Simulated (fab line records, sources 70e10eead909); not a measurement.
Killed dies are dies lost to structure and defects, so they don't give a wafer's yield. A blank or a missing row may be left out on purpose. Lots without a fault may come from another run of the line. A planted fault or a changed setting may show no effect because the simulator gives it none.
fab line records | flow nand_harc
record lots=13 wafers=39 last_day=33
route steps=1302 shown P_ZERO_WELL@14 P_STI@90
lots that met no fault: from a run of the same line without faults
start_h: hours from the record's first day to the start of the lot's first wafer shown | wait_h: hours since the lot's step before | " the same as in the row above | L1.1+2: a row that stands for several wafers | - no value, or no start given | * or withheld: withheld | < > ~ a bound
route shown NAME@n: a module of which the file shows steps, and the number in the route of the first | usual: mean/standard deviation of fault-free wafers | same: alike in all rows | chamber/n: place in a boat | sites: the reading at each site | _std_site: their standard deviation | _edge_site: outer sites' mean less inner sites' | radius_mm: how far each site lies from the wafer's centre | mask NAME#n: copy n | behind: the tool/chamber that last shaped the wafer | hold: why the lot was held/for how many hours/how that ended | device: the transistor (n, p or np) that didn't switch | end of line: the same wafers' tests at the end of the route | a step without rows: its recipe alone | killed: dies lost to structure and defects at the first sort, not the wafer's yield | map: a wafer's dies, x killed, . not, _ none there
set.NAME: the setting as run; set.NAME@STEP: as run at that earlier step | model.NAME: the simulator's own value behind a step, which no gauge read
steps of the route over a sample of lots; a table a step, a row a wafer
services: from which hour (start_h, from the record's first day; less than 0 if before it) a tool's chamber was out of use, for how many hours, and why
## steps
# step NHARC_P_ZERO_WELL_CD_MEAS_11
# recipe target_cd_nm=500 landing_energy_ev=500
# usual cd_nm=500.0/2
# columns lot.wafer tool chamber start_h wait_h cd_nm
L954.2 cd_sem-01 0 31.24 - 499.8
L954.3 " 0 " " 502.1
L954.6 " 0 " " 500.3
L955.2 cd_sem-01 0 41.11 - 501.8
L955.3 " 0 " " 502.4
L955.5 " 0 " " 499.8
L956.2 cd_sem-01 0 51.11 - 503.3
L956.5 " 0 " " 501.7
L956.6 " 0 " " 500.9
L957.2 cd_sem-03 0 61.12 - 499.4
L957.3 " 0 " " 497.9
L957.6 " 0 " " 501.3
L958.1 cd_sem-03 0 71.23 - 501.8
L958.5 " 0 " " 500.6
L958.6 " 0 " " 500.3
L959.1 cd_sem-01 0 81.24 - 495.3
L959.2 " 0 " " 497.1
L959.6 " 0 " " 498.0
L960.1 cd_sem-01 0 91.23 - 499.1
L960.3 " 0 " " 498.9
L960.6 " 0 " " 499.4
L963.1 cd_sem-01 0 121.11 - 499.5
L963.2 " 0 " " 500.7
L963.3 " 0 " " 501.8
L964.1 cd_sem-02 0 131.23 - 500.2
L964.4 " 0 " " 501.4
L964.6 " 0 " " 497.2
L965.2 cd_sem-03 0 141.25 - 502.4
L965.4 " 0 " " 500.3
L965.5 " 0 " " 500.8
L966.1 cd_sem-02 0 151.24 - 500.4
L966.2 " 0 " " 502.9
L966.4 " 0 " " 500.9
L974.1 cd_sem-03 0 231.23 - 498.0
L974.2 " 0 " " 499.2
L974.3 " 0 " " 497.7
L976.2 cd_sem-02 0 251.25 - 498.6
L976.4 " 0 " " 502.2
L976.6 " 0 " " 499.4
# step NHARC_P_ZERO_WELL_ETCH_65
# recipe target_depth_a=800 overetch_a=240 time_s=87.88 ion_energy_ev=200 n2_flow_sccm=150 h2_flow_sccm=150 ar_flow_sccm=0 rf_w=400 bias_w=150 chemistry=N2/H2
# usual drypump_motor_current_A=5.6/0.4 oes_product_au=1.000/0.012 rf_vpp_V=430.2/2.4 showerhead_plenum_p_Torr=2.03/0.08 throttle_valve_pct=14.172/0.0093
# columns lot.wafer tool chamber start_h wait_h drypump_motor_current_A oes_product_au rf_hours_counter_h rf_vpp_V showerhead_plenum_p_Torr throttle_valve_pct
L954.2 rie_diel-08 3 34.11 0.2 5.8 0.986 6 431.5 2.03 14.178
L954.3 " 2 " " 5.9 1.001 4 431.9 2.03 14.181
L954.6 " 0 " " 5.3 1.000 - 428.0 1.94 14.183
L955.3 rie_diel-08 2 41.36 0.1 5.9 1.008 6 430.1 2.03 14.165
L955.2 " 0 " " 5.3 0.998 8 427.3 1.94 14.178
L955.5 " 1 " " 5.8 0.981 - 432.3 2.09 14.168
L956.2 rie_diel-08 3 51.42 0.1 5.9 0.998 11 431.1 2.03 14.174
L956.6 " 0 " " 5.3 1.011 - 428.8 1.94 14.168
L956.5 " 1 " " 5.8 0.974 - 433.1 2.09 14.166
L957.2 rie_diel-08 1 61.37 0.1 5.8 0.982 11 432.8 2.09 14.202
L957.3 " 3 " " 5.9 0.998 13 429.5 2.03 14.169
L957.6 " 1 " " 5.8 0.981 - 431.3 2.09 14.187
L958.1 rie_diel-01 3 71.49 0.1 6.0 0.997 7 428.5 2.00 14.156
L958.6 " 1 " " 6.4 1.001 - 429.7 1.99 14.165
L958.5 " 2 " " 5.2 0.992 - 427.0 1.93 14.160
L959.2 rie_diel-04 0 81.50 0.1 5.1 0.990 23 435.1 2.21 14.179
L959.1 " 1 " " 5.5 1.005 25 430.5 2.03 14.173
L959.6 " 2 " " 6.1 1.007 - 429.8 2.00 14.192
L960.1 rie_diel-01 3 91.48 0.1 6.0 1.005 14 429.0 2.00 14.164
L960.3 " 1 " " 6.4 1.011 20 428.1 1.99 14.160
L960.6 " 3 " " 6.0 1.001 - 429.1 2.00 14.162
L963.2 rie_diel-04 0 121.37 0.1 5.1 0.999 36 435.1 2.21 14.160
L963.3 " 1 " " 5.5 1.009 39 429.0 2.03 14.175
L963.1 " 3 " " 5.4 0.994 29 432.4 2.12 14.161
L964.1 rie_diel-08 3 131.48 0.1 5.8 0.999 31 431.5 2.02 14.172
L964.4 " 0 " " 5.3 1.012 30 428.2 1.93 14.168
L964.6 " 0 " " 5.3 1.020 - 427.1 1.93 14.165
L965.2 rie_diel-04 3 143.61 0.1 5.5 0.995 38 433.4 2.11 14.167
L965.4 " 1 " " 5.5 1.002 49 429.5 2.02 14.166
L965.5 " 0 " " 5.1 0.988 - 435.4 2.20 14.183
L966.4 rie_diel-04 0 151.49 0.1 5.1 0.992 50 435.3 2.20 14.170
L966.1 " 1 " " 5.5 1.011 50 428.7 2.02 14.157
L966.2 " 2 " " 6.2 1.014 38 427.5 1.99 14.157
L974.2 rie_diel-08 2 231.48 0.1 5.9 1.004 13 429.3 2.01 14.164
L974.3 " 3 " " 5.9 0.997 11 430.8 2.01 14.179
L974.1 " 0 " " 5.3 0.999 11 426.0 1.92 14.164
L976.4 rie_diel-01 3 251.49 0.1 6.0 0.988 6 427.0 1.98 14.177
L976.2 " 1 " " 6.4 0.994 9 428.3 1.97 14.174
L976.6 " 3 " " 5.9 0.993 - 428.1 1.98 14.178
# step NHARC_P_ZERO_WELL_EXPOSE_21
# recipe na=0.6 target_cd_nm=720 dose_mj=22.31 mask_id=P_NWELL
# columns lot.wafer tool chamber start_h wait_h mask
L954.2+3+6 krf_scanner-02 0 35.06 - P_NWELL#0
L955.2+3+5 krf_scanner-04 0 42.30 - P_NWELL#0
L956.2+5+6 krf_scanner-02 0 52.36 - P_NWELL#0
L957.2+3+6 krf_scanner-04 0 62.32 - P_NWELL#0
L958.1+5+6 krf_scanner-02 0 72.43 - P_NWELL#0
L959.1+2+6 krf_scanner-02 0 82.33 - P_NWELL#0
L960.1+3+6 krf_scanner-02 0 92.32 - P_NWELL#0
L963.1+2+3 krf_scanner-02 0 122.21 - P_NWELL#0
L964.1+4+6 krf_scanner-03 0 132.42 - P_NWELL#0
L965.2+4+5 krf_scanner-02 0 144.57 - P_NWELL#0
L966.1+2+4 krf_scanner-04 0 152.43 - P_PWELL#0
L974.1+2+3 krf_scanner-02 0 232.45 - P_NWELL#0
L976.2+4+6 krf_scanner-04 0 252.44 - P_NWELL#0
# step NHARC_P_ZERO_WELL_CD_MEAS_24
# recipe target_cd_nm=720 landing_energy_ev=500
# usual cd_nm=719.9/1.5
# columns lot.wafer tool chamber start_h wait_h cd_nm
L954.2 cd_sem-01 0 35.21 - 720.4
L954.3 " 0 " " 718.6
L954.6 " 0 " " 718.4
L955.2 cd_sem-01 0 42.45 - 722.8
L955.3 " 0 " " 722.2
L955.5 " 0 " " 721.0
L956.2 cd_sem-03 0 52.51 - 720.6
L956.5 " 0 " " 721.5
L956.6 " 0 " " 721.4
L957.2 cd_sem-02 0 62.47 - 719.3
L957.3 " 0 " " 721.4
L957.6 " 0 " " 720.4
L958.1 cd_sem-03 0 72.58 - 719.6
L958.5 " 0 " " 720.1
L958.6 " 0 " " 718.8
L959.1 cd_sem-03 0 82.48 - 720.9
L959.2 " 0 " " 721.5
L959.6 " 0 " " 722.3
L960.1 cd_sem-02 0 92.48 - 717.6
L960.3 " 0 " " 719.3
L960.6 " 0 " " 717.9
L963.1 cd_sem-02 0 122.37 - 719.9
L963.2 " 0 " " 720.2
L963.3 " 0 " " 720.8
L964.1 cd_sem-03 0 132.58 - 717.6
L964.4 " 0 " " 716.6
L964.6 " 0 " " 717.7
L965.2 cd_sem-02 0 144.72 - 720.2
L965.4 " 0 " " 719.2
L965.5 " 0 " " 720.1
L966.1 cd_sem-01 0 152.59 - -
L966.2 " 0 " " -
L966.4 " 0 " " -
L974.1 cd_sem-03 0 232.61 - 720.5
L974.2 " 0 " " 721.7
L974.3 " 0 " " 722.2
L976.2 cd_sem-03 0 252.59 - 719.0
L976.4 " 0 " " 719.6
L976.6 " 0 " " 721.5
# step NHARC_P_STI_ETCH_15
# recipe target_depth_a=3000 taper_deg=4 time_s=100.1 hbr_flow_sccm=150 cl2_flow_sccm=50 rf_w=400 icp_w=400 bias_w=100 chemistry=HBr/Cl2
# usual drypump_motor_current_A=5.7/0.46 oes_product_au=0.999/0.0093 throttle_valve_pct=26.406/0.0093
# columns lot.wafer tool chamber start_h wait_h drypump_motor_current_A oes_product_au rf_hours_counter_h throttle_valve_pct
L954.2 rie_si-04 0 56.93 - 5.2 0.987 0.42 26.400
L954.3 " 2 " " 5.9 0.999 0.41 26.403
L954.6 " 0 " " 5.2 0.991 - 26.397
L955.3 rie_si-04 3 68.00 - 5.1 0.993 0.63 26.411
L955.2 " 0 " " 5.2 0.992 0.52 26.404
L955.5 " 2 " " 6.0 1.003 - 26.408
L956.2 rie_si-04 0 76.18 - 5.1 0.999 0.56 26.433
L956.5 " 0 " " 5.2 1.000 - 26.402
L956.6 " 1 " " 5.6 0.993 - 26.399
L957.3 rie_si-04 2 85.53 - 6.0 0.991 0.63 26.410
L957.2 " 1 " " 5.6 0.991 0.52 26.402
L957.6 " 3 " " 5.1 0.983 - 26.407
L958.1 rie_si-01 1 92.79 - 6.0 1.010 0.34 26.398
L958.6 " 3 " " 4.7 1.015 - 26.408
L958.5 " 0 " " 5.8 0.997 - 26.400
L959.1 rie_si-05 0 106.45 - 6.1 0.990 0.73 26.403
L959.2 " 1 " " 5.9 0.999 0.82 26.411
L959.6 " 1 " " 5.9 1.013 - 26.417
L960.1 rie_si-01 2 118.89 - 6.0 0.999 0.53 26.406
L960.3 " 3 " " 4.7 1.018 0.57 26.423
L960.6 " 1 " " 6.0 1.013 - 26.422
L963.3 rie_si-01 2 146.08 - 6.0 1.005 0.78 26.399
L963.2 " 0 " " 5.8 1.000 0.79 26.411
L963.1 " 1 " " 6.0 1.014 0.71 26.395
L964.1 rie_si-01 1 154.75 - 6.0 1.005 0.75 26.410
L964.4 " 2 " " 5.9 1.011 0.87 26.415
L964.6 " 3 " " 4.7 1.009 - 26.408
L965.4 rie_si-01 0 170.91 - 5.8 1.012 0.97 26.412
L965.2 " 1 " " 5.9 1.030 0.86 26.411
L965.5 " 1 " " 6.0 1.032 - 26.411
L974.1 rie_si-01 1 255.11 - 6.0 1.007 0.28 26.406
L974.2 " 2 " " 6.0 1.001 0.24 26.411
L974.3 " 0 " " 5.8 1.007 0.31 26.405
L976.4 rie_si-05 1 272.62 - 5.9 1.001 0.87 26.408
L976.2 " 2 " " 6.3 1.007 0.94 26.397
L976.6 " 1 " " 5.9 1.009 - 26.399
## services
# columns tool chamber start_h hours kind
rie_diel-08 - 13.85 9.0 pm
rie_si-01 - 16.00 9.0 pm
krf_scanner-04 - 30.16 0.7 repair
krf_scanner-04 - 42.41 1.4 repair
rie_si-01 2 49.03 1.6 repair
krf_scanner-04 - 51.94 2.1 repair
rie_diel-04 0 54.98 2.1 repair
krf_scanner-04 - 60.90 0.2 repair
rie_diel-08 - 63.82 2.6 repair
rie_diel-04 2 65.92 11.5 repair
krf_scanner-02 - 66.88 0.3 repair
krf_scanner-04 - 75.04 22.5 repair
rie_diel-04 3 81.27 16.3 repair
krf_scanner-02 - 100.12 4.0 pm
rie_diel-04 2 117.62 6.3 repair
krf_scanner-02 - 156.91 6.9 repair
rie_si-04 - 165.00 9.0 pm
rie_diel-04 1 169.83 4.1 repair
rie_diel-08 - 190.85 9.0 pm
rie_si-01 - 193.00 9.0 pm
rie_si-01 0 215.25 7.5 repair
rie_diel-08 - 226.94 1.6 repair
rie_diel-08 3 258.95 2.8 repair
krf_scanner-02 - 272.12 4.0 pm
## key
first_sign step=NHARC_P_ZERO_WELL_EXPOSE_21 reading=mask direction=changed
effect step=NHARC_P_ZERO_WELL_CD_MEAS_24 reading=cd_nm direction=missing
met_at NHARC_P_ZERO_WELL_EXPOSE_21
struck_lots L966
later_rows_left_out L966.1,L966.2,L966.4
sort_left_out L966.1,L966.2,L966.4
tester_left_out L966
not_acting_at NHARC_P_ZERO_WELL_CD_MEAS_11,NHARC_P_ZERO_WELL_ETCH_65,NHARC_P_STI_ETCH_15
onset_between 62.32 152.43
fault kind=wrong_mask tool=any chamber=- onset_h=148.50 steps=NHARC_P_ZERO_WELL_EXPOSE_21 aux_copy=P_PWELL#0 scope=struck_lots_only
# tester_left_out: of these lots the tester's yield and bins aren't shown, on N5 and GAA mostly nor the transistor test; their killed dies are dies lost to structure and defects alone, not to doping, threshold or leakage, so they don't give the yield
# sort_left_out: the simulated sort isn't trusted on such a fault, so these wafers' sort isn't shown, and their yield isn't known
# later_rows_left_out: the simulator's readings of these wafers behind a module that went badly wrong aren't trusted and aren't shown, but for the sort
